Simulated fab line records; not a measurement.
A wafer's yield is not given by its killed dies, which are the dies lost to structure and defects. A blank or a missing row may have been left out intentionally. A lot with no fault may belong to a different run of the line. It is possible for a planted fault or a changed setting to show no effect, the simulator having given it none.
fab line records | flow n5_finfet
[record] lots = 5 wafers = 15 last_day = 18
route steps=1938 shown MOL_CONTACT_COAG@578 BEOL_M4@1111 PASSIVATION@1936
lots that met no fault: taken from a fault-free run of the same line
start_h: the number of hours between the record's first day and the start of the first shown wafer of the lot | wait_h: hours from the lot's prior step to this one | " as in the row above | L1.1+2: several wafers, shown together as one row | - no value, or no start given | * or withheld: withheld | < > ~ a bound
route shown NAME@n: a module of which the file shows steps, and the number in the route of the first | usual: the fault-free wafers' mean and standard deviation | same: alike in all rows | chamber/n: place in a boat | sites: per-site readings | _std_site: standard deviation across them | _edge_site: inner sites' mean taken away from outer sites' mean | radius_mm: for every site, how far away it sits from the centre of the wafer | mask NAME#n: copy n | behind: the most recent tool/chamber to have shaped the wafer | hold: why the lot went on hold/how many hours it stayed there/how the hold came to an end | device: whichever transistor did not switch (one of n, p or np) | end of line: at the end of the route, the tests of the same wafers | step lacking rows: just its recipe | killed: count of dies lost to structure and defects at first sort (not the wafer's yield) | map: the dies of a wafer, with x for killed, . for not killed, _ for no die there
set.NAME: setting as actually run; set.NAME@STEP: the setting as run at that earlier step | model.NAME: the simulator's own value behind a step, which no gauge read
lots at some steps of the route; a table a step, a row a wafer
services: a tool's chamber out of use, with start hour (start_h, from the record's first day; less than 0 if before it), hours out, and reason
[[steps]]
[step N5_MOL_CONTACT_COAG_ETCH_90]
[recipe] chemistry = CF4 target = SiARC target_depth_a = 130 mask_material = CAR-EUV time_s = 21.7 ion_energy_ev = 80 pressure_mtorr = 40 source_w = 545 bias_w = 36 Ar_flow_sccm = 100 cf4_flow_sccm = 100 ends = cleared
[usual] drypump_motor_current_A = 5.5/0.57 etch_rf_on_time_s = 21.7/0.47 oes_product_au = 0.65/0.069 rf_vpp_V = 183.7/1 showerhead_plenum_p_Torr = 2.11/0.058 throttle_valve_pct = 15.65/0.25
// columns lot.wafer tool chamber start_h wait_h drypump_motor_current_A etch_rf_on_time_s oes_product_au rf_hours_counter_h rf_vpp_V showerhead_plenum_p_Torr throttle_valve_pct
L589.2 rie_diel-05 0 124.78 0.0 6.1 21.7 0.77 29 182.8 2.11 15.27
L589.5 " 1 " " 5.8 21.9 0.61 - 183.4 2.12 15.79
L589.6 " 2 " " 5.5 22.4 0.57 - 184.3 2.19 15.47
L593.1 rie_diel-01 0 145.87 0.0 4.9 21.9 0.70 95 183.3 2.08 15.64
L593.2 " 2 " " 6.4 21.1 0.73 54 185.3 2.18 15.23
L593.3 " 3 " " 5.2 22.9 0.58 235 186.0 2.10 15.71
L597.2 rie_diel-01 0 167.71 0.0 4.9 21.6 0.69 105 183.6 2.07 15.67
L597.4 " 1 " " 5.1 21.5 0.63 158 183.9 2.13 15.55
L597.6 " 3 " " 5.2 22.6 0.57 - 183.9 2.10 15.72
L599.1 rie_diel-06 1 183.66 0.0 4.9 21.5 0.65 154 182.1 2.07 15.98
L599.3 " 2 " " 6.6 21.7 0.58 249 181.8 2.03 15.70
L599.6 " 1 " " 4.9 21.6 0.65 - 182.9 2.07 15.96
L608.1 rie_diel-01 2 238.30 0.0 6.4 20.9 0.71 89 183.7 2.17 15.30
L608.4 " 1 " " 5.1 21.7 0.62 182 183.7 2.13 15.59
L608.6 " 0 " " 4.9 21.6 0.67 - 183.8 2.06 15.70
[step N5_MOL_CONTACT_COAG_ALD_131]
[recipe] material = SiO2 target_thk_a = 50 temp_c = 100 ald_precursor_family = BDEAS ald_co_reactant = O2-plasma pulse_time_s = 1 co_reactant_pulse_time_s = 1 purge_time_s = 2 co_reactant_purge_time_s = 2 ald_cycles = 35 pressure_torr = 2
[usual] heater_power_w = 80/6.3 precursor_pulse_height_rel = 0.999/0.02
// columns lot.wafer tool chamber start_h wait_h heater_power_w precursor_pulse_height_rel
L589.2 ald_sin-03 3 125.18 0.4 87 0.985
L589.5 " 2 " " 81 1.001
L589.6 " 1 " " 72 0.949
L593.1 ald_sin-03 3 146.43 0.5 86 0.968
L593.2 " 2 " " 79 1.032
L593.3 " 1 " " 75 1.011
L597.2 ald_sin-03 0 167.79 0.1 91 0.995
L597.4 " 3 " " 86 0.995
L597.6 " 2 " " 81 0.990
L599.1 ald_sin-04 2 184.29 0.6 80 0.995
L599.3 " 3 " " 79 0.992
L599.6 " 1 " " 70 1.013
L608.1 ald_sin-03 3 238.50 0.2 86 0.957
L608.4 " 0 " " 91 0.992
L608.6 " 2 " " 82 0.973
[step N5_MOL_CONTACT_COAG_ETCHBACK_132]
[recipe] chemistry = CHF3 target = SiO2 target_depth_a = 100 time_s = 6.7 ion_energy_ev = 200 pressure_mtorr = 30 source_w = 610 bias_w = 170 Ar_flow_sccm = 200 CHF3_flow_sccm = 50
[step N5_MOL_CONTACT_COAG_ETCH_91]
[recipe] chemistry = N2/H2 target = SOC target_depth_a = 600 overetch_a = 210 mask_material = SiARC temp_c = 40 time_s = 101.2 ion_energy_ev = 200 pressure_mtorr = 30 source_w = 840 bias_w = 150 n2_flow_sccm = 200 h2_flow_sccm = 200
[usual] drypump_motor_current_A = 5.7/0.55 oes_product_au = 0.64/0.064 rf_vpp_V = 522.9/2.3 showerhead_plenum_p_Torr = 2.51/0.068 throttle_valve_pct = 17.85/0.29
// columns lot.wafer tool chamber start_h wait_h drypump_motor_current_A oes_product_au rf_hours_counter_h rf_vpp_V showerhead_plenum_p_Torr throttle_valve_pct
L589.2 rie_diel-06 3 125.40 0.0 5.5 0.59 197 520.7 2.44 18.28
L589.5 " 0 " " 5.6 0.65 - 524.2 2.54 17.71
L589.6 " 1 " " 4.8 0.65 - 521.3 2.45 18.03
L593.1 rie_diel-05 1 146.65 0.0 5.8 0.59 236 522.7 2.50 17.91
L593.2 " 3 " " 6.1 0.61 195 526.0 2.63 18.13
L593.3 " 0 " " 6.1 0.75 36 523.5 2.49 17.46
L597.2 rie_diel-01 2 168.01 0.0 6.4 0.70 64 524.5 2.57 17.24
L597.4 " 0 " " 4.9 0.68 105 521.2 2.46 17.88
L597.6 " 3 " " 5.2 0.58 - 523.6 2.52 18.08
L599.1 rie_diel-06 2 184.51 0.0 6.6 0.57 249 520.1 2.40 17.91
L599.3 " 3 " " 5.4 0.58 222 521.1 2.43 18.32
L599.6 " 2 " " 6.6 0.56 - 520.2 2.40 17.89
L608.1 rie_diel-05 3 238.71 0.0 6.1 0.59 223 525.4 2.61 18.19
L608.4 " 0 " " 6.1 0.71 - 523.9 2.47 17.55
L608.6 " 2 " " 5.5 0.79 - 526.1 2.61 17.53
[step N5_MOL_CONTACT_COAG_STRIP_92]
[recipe] chemistry = N2/H2 temp_c = 40 n2_flow_sccm = 200 h2_flow_sccm = 200 rf_frequency_hz = 6e+07
[step N5_MOL_CONTACT_COAG_STRIP_93]
[recipe] chemistry = N2/H2 temp_c = 40 n2_flow_sccm = 200 h2_flow_sccm = 200 rf_frequency_hz = 6e+07
[step N5_MOL_CONTACT_COAG_ETCHBACK_135]
[recipe] chemistry = CHF3 target = SiO2 target_depth_a = 250 time_s = 16.7 ion_energy_ev = 200 pressure_mtorr = 30 source_w = 610 bias_w = 170 Ar_flow_sccm = 200 CHF3_flow_sccm = 50
[step N5_MOL_CONTACT_COAG_STRIP_118]
[recipe] chemistry = CHF3 resist = SiARC rf_frequency_hz = 6e+07
[step N5_MOL_CONTACT_COAG_VIA_ETCH_46]
[recipe] chemistry = C4F6/O2 target_depth_a = 460 overetch_a = 92 mask_material = SOC target = SiO2 bias_w = 455 pressure_mtorr = 10 time_s = 40 source_w = 325 Ar_flow_sccm = 300 C4F6_flow_sccm = 10 O2_flow_sccm = 10 ion_energy_ev = 575.3 ends = end_point
[step N5_MOL_CONTACT_COAG_STRIP_96]
[recipe] chemistry = N2/H2 power_w = 500 temp_c = 40 pressure_mtorr = 50 rf_frequency_hz = 6e+07 overash_fraction = 0.3 bias_power_w = 28 h2_frac = 0.5 n2_flow_sccm = 300 h2_flow_sccm = 300
[usual] drypump_motor_current_A = 5.7/0.56 oes_product_au = 0.77/0.082 rf_vpp_V = 121.7/1.1 showerhead_plenum_p_Torr = 3.32/0.087 throttle_valve_pct = 19.0/0.4
// columns lot.wafer tool chamber start_h wait_h drypump_motor_current_A oes_product_au rf_hours_counter_h rf_vpp_V showerhead_plenum_p_Torr throttle_valve_pct
L589.2 rie_diel-06 3 125.59 0.0 5.5 0.70 197 121.5 3.23 19.8
L589.5 " 0 " " 5.7 0.79 - 121.7 3.36 18.7
L589.6 " 1 " " 4.9 0.78 - 119.4 3.24 18.8
L593.1 rie_diel-05 1 146.84 0.0 5.8 0.72 236 122.4 3.30 19.0
L593.2 " 3 " " 6.1 0.72 195 121.1 3.46 19.2
L593.3 " 0 " " 6.1 0.89 36 123.2 3.29 18.7
L597.2 rie_diel-01 2 168.20 0.0 6.4 0.84 64 124.0 3.39 18.2
L597.4 " 0 " " 4.9 0.81 105 121.7 3.25 18.8
L597.6 " 3 " " 5.3 0.67 - 123.4 3.33 19.3
L599.1 rie_diel-06 2 184.70 0.0 6.7 0.67 249 122.3 3.18 19.1
L599.3 " 3 " " 5.5 0.68 222 122.1 3.22 19.9
L599.6 " 2 " " 6.7 0.67 - 120.5 3.18 19.1
L608.1 rie_diel-05 3 238.90 0.0 6.1 0.70 223 121.7 3.45 19.2
L608.4 " 0 " " 6.1 0.85 - 121.4 3.27 18.8
L608.6 " 2 " " 5.5 0.97 - 124.4 3.45 18.9
[step N5_MOL_CONTACT_COAG_ETCH_47]
[recipe] chemistry = CH3F/O2 target = SiNx target_depth_a = 270 mask_material = SiO2 stop_on = W over_etch_frac = 0.2 ion_energy_ev = 120 endpoint = OES-CN pressure_mtorr = 30 source_w = 395 bias_w = 73 Ar_flow_sccm = 150 CH3F_flow_sccm = 30 O2_flow_sccm = 20 ends = end_point
[step N5_MOL_CONTACT_COAG_STRIP_119]
[recipe] chemistry = N2/H2 time_s = 30 power_w = 1000 temp_c = 250 pressure_mtorr = withheld n2_flow_sccm = 1750 h2_flow_sccm = 3250
[usual] drypump_motor_current_A = 5.60/0.25 heater_power_w = 333/19
// columns lot.wafer tool chamber start_h wait_h drypump_motor_current_A heater_power_w rf_hours_counter_h
L589.2 plasma_asher-02 0 125.71 0.1 5.35 335 41
L589.5 " 0 " " 5.38 352 -
L589.6 " 1 " " 5.77 316 -
L593.1 plasma_asher-01 1 146.96 0.1 5.88 315 110
L593.2 " 0 " " 5.35 351 110
L593.3 " 1 " " 5.89 313 -
L597.2 plasma_asher-01 0 168.62 0.4 5.36 352 117
L597.4 " 1 " " 5.89 308 -
L597.6 " 0 " " 5.35 359 -
L599.1 plasma_asher-01 1 184.82 0.1 5.91 311 122
L599.3 " 1 " " 5.89 312 -
L599.6 " 1 " " 5.91 318 -
L608.1 plasma_asher-02 1 239.02 0.1 5.81 314 58
L608.4 " 0 " " 5.34 343 -
L608.6 " 0 " " 5.37 346 -
[step N5_MOL_CONTACT_COAG_PRECLEAN_144]
[recipe] chemistry = alkaline_clean temp_c = 60 time_s = 60 do_ppb = 50
// columns lot.wafer tool chamber start_h wait_h
L589.2+5+6 wet_bench-03 6,3,2 125.79 0.1
L593.1+2+3 wet_bench-04 2,4,0 147.04 0.1
L597.2+4+6 wet_bench-03 5,6,4 168.71 0.1
L599.1+3+6 wet_bench-02 0,7,2 184.91 0.1
L608.1+4+6 wet_bench-02 6,2,1 239.11 0.1
[step N5_MOL_CONTACT_COAG_SRD_145]
[recipe] dry = ipa_marangoni time_s = 30 temp_c = 23 rinse_liquid = diw
[step N5_MOL_CONTACT_COAG_CD_MEAS_137]
[recipe] target_cd_nm = 16
[usual] cd_nm = 15.8/0.37
// columns lot.wafer tool chamber start_h wait_h cd_nm
L589.2 cd_sem-01 - 125.86 0.0 15.7
L589.5 " - " " 15.9
L589.6 " - " " 15.8
L593.1 cd_sem-02 - 147.11 0.0 15.3
L593.2 " - " " 15.3
L593.3 " - " " 15.5
L597.2 cd_sem-02 - 168.77 0.0 16.2
L597.4 " - " " 15.5
L597.6 " - " " 15.7
L599.1 cd_sem-03 - 184.96 0.0 15.2
L599.3 " - " " 15.7
L599.6 " - " " 15.4
L608.1 cd_sem-01 - 239.17 0.0 16.3
L608.4 " - " " 15.3
L608.6 " - " " 15.5
[step N5_MOL_CONTACT_COAG_COAT_62]
[recipe] resist = SOC temp_c = 250 time_s = 60 spin_rpm = 1500 resist_thk_nm = 60
[step N5_MOL_CONTACT_COAG_COAT_63]
[recipe] resist = SiARC temp_c = 220 time_s = 60 spin_rpm = 1500 resist_thk_nm = 10
[step N5_MOL_CONTACT_COAG_COAT_64]
[recipe] resist = underlayer temp_c = 205 time_s = 60 spin_rpm = 1500 resist_thk_nm = 10
[step N5_MOL_CONTACT_COAG_COAT_34]
[recipe] resist = CAR-EUV spin_rpm = 1500 resist_thk_nm = 40
[step N5_MOL_CONTACT_COAG_EBR_36]
[recipe] solvent = PGMEA ebr_width_mm = 1.5
[step N5_MOL_CONTACT_COAG_SOFTBAKE_35]
[recipe] temp_c = 110 time_s = 60 resist = CAR-EUV
[step N5_MOL_CONTACT_COAG_EXPOSE_37]
[recipe] mask_id = VD na = 0.33 source_shape = annular sigma_inner = 0.3 sigma_outer = 0.7 polarization = unpolarized defocus_nm = 0 dose_mj = 62
[step N5_MOL_CONTACT_COAG_PEB_38]
[recipe] peb_temp_c = 100 peb_time_s = 60 resist = CAR-EUV
[step N5_MOL_CONTACT_COAG_DEVELOP_39]
[recipe] develop_time_s = 30 developer = TMAH resist = CAR-EUV rinse_liquid = surfactant_rinse dry = air_spin dev_temp_c = 23
[step N5_MOL_CONTACT_COAG_CD_MEAS_40]
[recipe] target_cd_nm = 25.1 landing_energy_ev = 500 detector = se_inlens polarity = opening
[usual] cd_nm = 25.12/0.25
// columns lot.wafer tool chamber start_h wait_h cd_nm
L589.2 cd_sem-02 0 126.30 - 25.16
L589.5 " 0 " " 25.52
L589.6 " 0 " " 25.16
L593.1 cd_sem-01 0 147.42 - 24.97
L593.2 " 0 " " 25.23
L593.3 " 0 " " 24.99
L597.2 cd_sem-02 0 169.22 - 25.02
L597.4 " 0 " " 25.63
L597.6 " 0 " " 25.51
L599.1 cd_sem-03 0 185.28 - 25.43
L599.3 " 0 " " 25.06
L599.6 " 0 " " 25.24
L608.1 cd_sem-03 0 239.61 - 25.34
L608.4 " 0 " " 25.14
L608.6 " 0 " " 25.26
[step N5_MOL_CONTACT_COAG_OVL_MEAS_41]
[recipe] points_per_wafer = 522
[usual] VD_OVL = -0.2/0.68
// columns lot.wafer tool chamber start_h wait_h VD_OVL[nm]
L589.2 overlay-02 0 126.34 0.0 0.8
L589.5 " 0 " " -0.3
L589.6 " 0 " " 1.2
L593.1 overlay-02 0 147.46 0.0 1.0
L593.2 " 0 " " -0.9
L593.3 " 0 " " 0.1
L597.2 overlay-01 0 169.25 0.0 -0.3
L597.4 " 0 " " -0.8
L597.6 " 0 " " -0.9
L599.1 overlay-01 0 185.31 0.0 -0.3
L599.3 " 0 " " 0.5
L599.6 " 0 " " 0.2
L608.1 overlay-01 0 239.64 0.0 0.0
L608.4 " 0 " " -0.1
L608.6 " 0 " " 0.5
[step N5_MOL_CONTACT_COAG_INSPECT_42]
[recipe] mode = adi inspect_instrument = brightfield
[usual] raw_defect_count = 192/48
// columns lot.wafer tool chamber start_h wait_h raw_defect_count
L589.2 defect_inspect-01 - 126.39 0.0 168
L589.5 " - " " 181
L589.6 " - " " 260
L593.1 defect_inspect-02 - 147.52 0.1 283
L593.2 " - " " 197
L593.3 " - " " 187
L597.2 defect_inspect-02 - 169.30 0.0 1599
L597.4 " - " " 239
L597.6 " - " " 231
L599.1 defect_inspect-01 - 185.37 0.1 210
L599.3 " - " " 176
L599.6 " - " " 144
L608.1 defect_inspect-01 - 239.70 0.1 104
L608.4 " - " " 118
L608.6 " - " " 167
[step N5_MOL_CONTACT_COAG_DESCUM_45]
[recipe] chemistry = O2 time_s = 7 source_power_w = 50 bias_power_w = 20 pressure_mtorr = 20 rf_frequency_hz = 2.712e+07 temp_c = 40 resist = CAR-EUV o2_flow_sccm = 225
[step N5_BEOL_M4_RC_MEAS_101]
[usual] DIBL_N = 36.0/1.8 DIBL_P = 36.3/2.4 IOFF_N = 0.16/0.035 IOFF_P = 0.21/0.036 ION_N = 673/13 ION_P = 461/7.2 SS_N = 71.4/0.6 SS_P = 73.2/0.7 VT_N = 250/4 VT_P = -250.9/2.9
// columns lot.wafer tool chamber start_h wait_h DIBL_N[mV/V] DIBL_P[mV/V] IOFF_N[nA/um] IOFF_P[nA/um] ION_N[uA/um] ION_P[uA/um] SS_N[mV/dec] SS_P[mV/dec] VT_N[mV] VT_P[mV]
L589.2 prober-02 0 203.03 0.2 32.9 32.1 0.10 0.13 644 448 70.9 71.7 258 -255.2
L589.5 " 0 " " 35.6 35.7 0.15 0.18 671 465 71.2 72.7 250 -252.0
L589.6 " 0 " " 35.2 36.3 0.14 0.18 648 450 70.9 73.5 256 -254.4
L593.1 prober-01 0 220.82 0.0 35.0 36.7 0.15 0.17 666 447 71.3 72.6 248 -254.2
L593.2 " 0 " " 38.7 39.9 0.21 0.22 686 459 71.3 74.2 245 -250.4
L593.3 " 0 " " 36.5 38.6 0.16 0.21 670 456 71.4 73.8 248 -254.2
L597.2 prober-01 0 248.23 0.2 34.3 33.0 0.11 0.16 647 447 72.1 71.8 254 -256.0
L597.4 " 0 " " 35.6 35.8 0.14 0.19 659 459 71.1 73.6 248 -254.0
L597.6 " 0 " " 35.3 33.7 0.13 0.16 668 456 70.9 72.8 254 -255.8
L599.1 prober-02 0 249.99 0.0 33.9 33.6 0.14 0.19 684 466 71.4 72.8 249 -251.7
L599.3 " 0 " " 33.0 32.7 0.11 0.18 661 459 71.2 72.5 255 -251.2
L599.6 " 0 " " 33.7 32.8 0.13 0.19 664 455 70.8 72.1 253 -249.0
L608.1 prober-01 0 318.29 0.0 38.7 38.4 0.19 0.24 686 467 72.1 73.6 246 -247.2
L608.4 " 0 " " 39.2 37.3 0.19 0.22 676 459 71.9 74.3 248 -250.4
L608.6 " 0 " " 38.1 37.2 0.17 0.22 672 456 72.2 73.8 247 -249.7
[step N5_PASSIVATION_PROBE_49]
[usual] defect_limited_yield = 91.2/1.4 killed_at_M0_to_M3 = 35/11 killed_at_M4_up = 14/5.6 killed_at_contacts = 12/5.6 killed_at_front_end = 38/11 killed_at_other = 4/3.4 killed_dies = 103/17 killed_on_rim = 13/3.5 killed_open = 68/12 killed_short = 33/8.8 sort_bin_5_function = 5.1/0.89 sort_bin_6_memory = 3.3/0.71 sort_n_pass = 1077/17 sort_yield_pct = 91.2/1.4
[same] gross_dies = 1180 killed_at_back_side = 0 sort_bin_4_leakage[%] = 0 sort_bin_8_speed[%] = 0
// columns lot.wafer tool chamber start_h wait_h defect_limited_yield[%] killed_at_M0_to_M3 killed_at_M4_up killed_at_contacts killed_at_front_end killed_at_other killed_dies killed_on_rim killed_open killed_short sort_bin_5_function[%] sort_bin_6_memory[%] sort_n_pass sort_yield_pct[%]
L589.2 prober-02 - 306.65 0.1 91.1 36 15 9 41 4 105 11 78 22 5.4 3.2 1075 91.1
L589.5 prober-02 - 306.80 0.2 90.7 46 11 13 39 1 110 13 87 22 5.5 3.6 1070 90.7
L589.6 prober-02 - 306.85 0.3 91.3 25 19 11 47 1 103 22 61 33 4.4 3.2 1077 91.3
L597.2 prober-02 - 357.28 0.1 82.9 44 8 108 41 1 202 34 81 28 8.8 5.3 978 82.9
// killed by level:class
L589.2 FIN_SAQP:geometric_particle:open=15 BEOL_M2:geometric_particle:open=11 BEOL_M3:geometric_particle:open=11 STI_FIN_REVEAL:geometric_particle:open=9 MOL_CONTACT_COAG:geometric_particle:open=6 DUMMY_GATE:geometric_particle:open=5 BEOL_M1:geometric_particle:open=5 STI_FIN_REVEAL:geometric_particle:short=4
L589.5 BEOL_M3:geometric_particle:open=19 FIN_SAQP:geometric_particle:open=13 MOL_CONTACT_COAG:geometric_particle:open=12 BEOL_M2:geometric_particle:open=9 BEOL_M0_SAQP:geometric_particle:open=6 BEOL_M1:geometric_particle:open=5 BEOL_M4:geometric_particle:open=5 STI_FIN_REVEAL:geometric_particle:open=4
L589.6 STI_FIN_REVEAL:geometric_particle:open=10 MOL_CONTACT_COAG:geometric_particle:open=8 FIN_SAQP:geometric_particle:open=7 BEOL_M2:geometric_particle:open=7 HKMG_FIN:area_etch=7 FIN_SAQP:geometric_particle:short=6 BEOL_M0_SAQP:geometric_particle:short=6 BEOL_M4:geometric_particle:open=5
L597.2 MOL_CONTACT_COAG:unspecified=91 FIN_SAQP:geometric_particle:open=13 MOL_CONTACT_COAG:geometric_particle:open=13 BEOL_M3:geometric_particle:open=12 BEOL_M0_SAQP:geometric_particle:open=10 BEOL_M2:geometric_particle:open=7 BEOL_M1:geometric_particle:open=6 STI_FIN_REVEAL:geometric_particle:open=4
// map L597.2 (x killed, . not)
_________________.x..........________________
______________......x.x.....x..._____________
___________x...x........x..........__________
__________xxx...xx......x..........._________
________xxxxxxx..........x...x........_______
_______xxxxxx.x.............x..........______
______xxxxxxx...................x......._____
_____xxxxxxxxx........x.............x....____
____xxxxxxxxx..............x..........x.x.___
___xxxxxxxxxxx....x..xx....................__
___xxxxxxxxxx.x.........................x..__
__xxxxxxxxxxx..xx.....x..x....x...........x._
__xxxxxxx.x.x.......xx...................x.._
_.xx.xxxx......xx...........................x
_.............x..........x..........x....x...
_.x..x...............x.......x...x.........x.
_.xx....x..x......xx....x.x..............x...
_..............x.......x.....................
_.......x.............x...................x..
_...xx..............x......x...............x.
_.x...........x.....x....x.....x.............
__..x.........x..................x...x.....x_
__....xx......xx...........xx..............x_
___...x.................x..........x.x..x..__
___x........x........................x.....__
____..x.x..x..........x.....x.......xx....___
_____....................................____
______.............x.......x............_____
_______..x..x..........x....x..........______
________............x.........x...x..._______
__________.........................._________
___________................x.x.x..x__________
______________......x.......x..._____________
_________________.x..........________________
// map L589.5 (x killed, . not)
_________________............________________
______________................x._____________
___________........x.....x....xx...__________
__________x.x.x..x.................._________
________x........x.............x......_______
_______...x..x....x.....x..............______
______..x.....x.....x................x.._____
_____.x........................x.x.......____
____..................................x...___
___...x......................xx....x.......__
___....x.....x...x.........................__
__...x.............x.xx.....x...........x..._
__..x..........x......x.........x..........._
_...x.........................x....x........x
_.x.....x................x.........x.....x...
_......x.....................................
_....x...x..............x..................x.
_x....xx..........x......x..................x
_.......x................x...x......x...x....
_............x...xx.......x...x...x..........
_.x....xx..........................x.........
__...........x........x................xx..._
__.........................x..x............._
___...x.......x......x..........x..........__
___.....x.........xx...................x...__
____........................x.............___
_____............x.....................x.____
______.x......x.........x............x.._____
_______.....x.....................x....______
________...x............x.x..........._______
__________.............x.......x...._________
___________..................x.....__________
______________......xx.....x...._____________
_________________xx..........________________
[[services]]
// columns tool chamber start_h hours kind
wet_bench-02 - 146.14 2.6 repair
rie_diel-05 - 147.49 16.3 repair
plasma_asher-02 - 154.00 17.9 repair
rie_diel-01 1 164.18 2.6 repair
plasma_asher-02 - 174.04 0.6 repair
plasma_asher-02 - 180.28 12.1 repair
rie_diel-01 3 181.79 - clean
rie_diel-01 3 181.79 - consumable_replace:focus_ring
rie_diel-01 3 181.79 19.2 scheduled_down
rie_diel-01 3 181.79 19.2 vent_cycle
rie_diel-06 2 186.97 - clean
rie_diel-06 2 186.97 - consumable_replace:focus_ring
rie_diel-06 2 186.97 - consumable_replace:showerhead
rie_diel-06 2 186.97 13.7 scheduled_down
rie_diel-06 2 186.97 13.7 vent_cycle
rie_diel-05 2 197.50 - clean
rie_diel-05 2 197.50 - consumable_replace:focus_ring
rie_diel-05 2 197.50 21.7 scheduled_down
rie_diel-05 2 197.50 21.7 vent_cycle
plasma_asher-02 - 206.24 2.8 pm
rie_diel-05 1 219.55 - clean
rie_diel-05 - 220.37 0.1 repair
plasma_asher-02 - 222.88 3.7 repair
wet_bench-02 - 232.73 0.5 repair
[[key]]
[first_sign] step = N5_MOL_CONTACT_COAG_INSPECT_42 reading = raw_defect_count direction = up sigmas = 29 usual = 192 struck = 1599
[effect] step = N5_PASSIVATION_PROBE_49 reading = killed_at_contacts direction = up sigmas = 17 usual = 12 struck = 108
[more_kills_born_at] N5_MOL_CONTACT_COAG_PRECLEAN_144@wet_bench-03 = 91
met_at N5_MOL_CONTACT_COAG_PRECLEAN_144
struck_wafers L597.2
[fault] kind = chamber_particle_source tool = wet_bench-03 chamber = 5 onset_h = 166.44 steps = N5_MOL_CONTACT_COAG_PRECLEAN_144 rate_per_visit_cm2 = 2.16 end_h = 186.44
